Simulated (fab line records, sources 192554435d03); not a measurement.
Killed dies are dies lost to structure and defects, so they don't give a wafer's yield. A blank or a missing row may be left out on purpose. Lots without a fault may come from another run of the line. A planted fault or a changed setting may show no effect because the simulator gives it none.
Split-lot experiment | flow n5_finfet | 7 lots, 39 wafers read, on a route of 1938 steps

THE SPLIT
At N5_BEOL_M10_TRENCH_ETCH_37 (etches SiCOH lowk in C4F6/O2, target depth 148.83 nm, time 48 s), the setting target_depth_a was moved away from the recipe's 1488.3 angstrom on 18 of the 39 wafers read, by -42.5% to +29.8%. The other wafers ran this setting at the recipe's value.

FROM THE SPLIT TO THE READING: what the file shows between them, 11 steps
- N5_BEOL_M10_ETCH_41: etches SiCN in CH3F/O2, target depth 42.6 nm, time 86 s
- N5_BEOL_M10_STRIP_77: strips in N2/H2, time 10 s
- N5_BEOL_M10_OCD_MEAS_38
- N5_BEOL_M10_HM_STRIP_39: strips TiN in peroxide tin strip, target depth 25 nm, time 158 s
- N5_BEOL_M10_SRD_40: time 30 s
- N5_BEOL_M10_ECD_50: material Cu, target thk 318 nm
- N5_BEOL_M10_ANNEAL_51: time 90 s
- N5_BEOL_M10_CMP_52: polishes, stops on SiCOH lowk, t overpolish 7 s, target thk 140 nm
- N5_BEOL_M10_THK_MEAS_53: measures by xrf
- N5_BEOL_M10_PRE_CLEAN_55: time 15 s
- N5_BEOL_M10_DEP_56: deposits SiCN from 3MS/NH3, target thk 15 nm, time 26.5 s

THE READING
M10_RS, in ohm/sq, at N5_BEOL_M10_RS_MEAS_57 (measures by four-point-probe). Fault-free wafers of this fab line usually give 0.152 ohm/sq, standard deviation 0.0037 ohm/sq.

wafer  | tool, chamber at the split | target_depth_a as run, angstrom | against the recipe | M10_RS, ohm/sq | against lot-mates on the recipe
L079.1 | rie_diel-01, 3             | 1488.3                          | recipe             | 0.151          | -
L079.5 | rie_diel-01, 3             | 1488.3                          | recipe             | 0.153          | -
L079.6 | rie_diel-01, 0             | 1488.3                          | recipe             | 0.155          | -
L081.1 | rie_diel-06, 3             | 1932                            | +29.8%             | 0.111          | -0.042
L081.2 | rie_diel-06, 2             | 1932                            | +29.8%             | 0.109          | -0.044
L081.3 | rie_diel-06, 0             | 1488.3                          | recipe             | 0.154          | -
L081.4 | rie_diel-06, 1             | 1932                            | +29.8%             | 0.111          | -0.042
L081.5 | rie_diel-06, 3             | 1488.3                          | recipe             | 0.150          | -
L081.6 | rie_diel-06, 0             | 1488.3                          | recipe             | 0.154          | -
L084.1 | rie_diel-01, 3             | 1819                            | +22.2%             | 0.120          | -0.031
L084.2 | rie_diel-01, 1             | 1819                            | +22.2%             | 0.116          | -0.035
L084.3 | rie_diel-01, 0             | 1488.3                          | recipe             | 0.153          | -
L084.4 | rie_diel-01, 1             | 1488.3                          | recipe             | 0.146          | -
L084.5 | rie_diel-01, 3             | 1819                            | +22.2%             | 0.120          | -0.031
L084.6 | rie_diel-01, 0             | 1488.3                          | recipe             | 0.154          | -
L082.1 | rie_diel-03, 3             | 1488.3                          | recipe             | 0.156          | -
L082.2 | rie_diel-03, 2             | 1488.3                          | recipe             | 0.147          | -
L082.3 | rie_diel-03, 1             | 1847                            | +24.1%             | 0.113          | -0.036
L082.4 | rie_diel-03, 0             | 1847                            | +24.1%             | 0.118          | -0.031
L082.5 | rie_diel-03, 0             | 1847                            | +24.1%             | 0.120          | -0.029
L082.6 | rie_diel-03, 1             | 1488.3                          | recipe             | 0.143          | -
L087.1 | rie_diel-06, 0             | 1488.3                          | recipe             | 0.156          | -
L087.2 | rie_diel-06, 1             | 1788                            | +20.1%             | 0.119          | -0.033
L087.3 | rie_diel-06, 2             | 1788                            | +20.1%             | 0.120          | -0.032
L087.4 | rie_diel-06, 3             | 1488.3                          | recipe             | 0.150          | -
L087.5 | rie_diel-06, 1             | 1488.3                          | recipe             | 0.149          | -
L087.6 | rie_diel-06, 0             | 1788                            | +20.1%             | 0.126          | -0.026
L091.1 | rie_diel-06, 1             | 1488.3                          | recipe             | 0.149          | -
L091.2 | rie_diel-06, 0             | 1900                            | +27.7%             | 0.117          | -0.033
L091.3 | rie_diel-06, 2             | 1488.3                          | recipe             | 0.149          | -
L091.4 | rie_diel-06, 3             | 1900                            | +27.7%             | 0.114          | -0.036
L091.5 | rie_diel-06, 2             | 1900                            | +27.7%             | 0.114          | -0.036
L091.6 | rie_diel-06, 1             | 1488.3                          | recipe             | 0.152          | -
L096.1 | rie_diel-01, 3             | 1488.3                          | recipe             | 0.154          | -
L096.2 | rie_diel-01, 1             | 855.9                           | -42.5%             | 0.294          | +0.141
L096.3 | rie_diel-01, 2             | 1488.3                          | recipe             | 0.156          | -
L096.4 | rie_diel-01, 3             | 855.9                           | -42.5%             | 0.298          | +0.145
L096.5 | rie_diel-01, 2             | 855.9                           | -42.5%             | 0.303          | +0.150
L096.6 | rie_diel-01, 1             | 1488.3                          | recipe             | 0.150          | -

THE FIT
A straight line over all 39 wafers: M10_RS changes by -0.00236 ohm/sq for each +1% of target_depth_a; r = -0.94; the points scatter about the line by 0.016 ohm/sq.
The same after taking each lot's own level away (the mean of its wafers on the recipe; 39 wafers): -0.00233 ohm/sq for each +1%; r = -0.94; scatter 0.016 ohm/sq.
On that fit, the largest move of target_depth_a shifts the reading by 0.099 ohm/sq.
The lots' own levels span 0.1487 to 0.1533 ohm/sq, that is 1.3 times the standard deviation above.
So the lot-to-lot level changes the slope little: the two slopes agree.
Check: with one of the wafers moved furthest among these (-42.5%) left out of the fit, the line predicts +0.104 ohm/sq for it against its lot-mates. It came out at +0.141 ohm/sq against them.

THE WHOLE CHAIN: every reading that the file lists as answering this split, in the file's order
step                       | what it does                                                       | reading                                                                           | change (the file's fit)                | r (the file's)
N5_BEOL_M10_TRENCH_ETCH_37 | etches SiCOH lowk in C4F6/O2, target depth 148.83 nm, time 48 s    | etch.depth_nm (the simulator's own value, which no gauge read)                    | +1.51 nm for each +1% of the setting   | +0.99
N5_BEOL_M10_TRENCH_ETCH_37 | etches SiCOH lowk in C4F6/O2, target depth 148.83 nm, time 48 s    | BEOL_M10.feature_depth_nm (the simulator's own value, which no gauge read)        | +1.51 nm for each +1% of the setting   | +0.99
N5_BEOL_M10_TRENCH_ETCH_37 | etches SiCOH lowk in C4F6/O2, target depth 148.83 nm, time 48 s    | TiN_of_BEOL_M10_HM_DEP_02.thk_nm (the simulator's own value, which no gauge read) | -0.0375 nm for each +1% of the setting | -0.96
N5_BEOL_M10_OCD_MEAS_38    |                                                                    | trench_depth_nm                                                                   | +1.51 nm for each +1% of the setting   | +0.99
N5_BEOL_M10_CMP_52         | polishes, stops on SiCOH lowk, t overpolish 7 s, target thk 140 nm | Cu_of_BEOL_M10_ECD_50.thk_nm (the simulator's own value, which no gauge read)     | +1.48 nm for each +1% of the setting   | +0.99
N5_BEOL_M10_THK_MEAS_53    | measures by xrf                                                    | M10_THK                                                                           | +1.49 for each +1% of the setting      | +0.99
N5_BEOL_M10_RS_MEAS_57     | measures by four-point-probe                                       | M10_RS                                                                            | -0.00212 for each +1% of the setting   | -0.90

THE FILE'S OWN FIT
M10_RS changes by -0.00212 ohm/sq for each +1% of target_depth_a, r = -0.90.
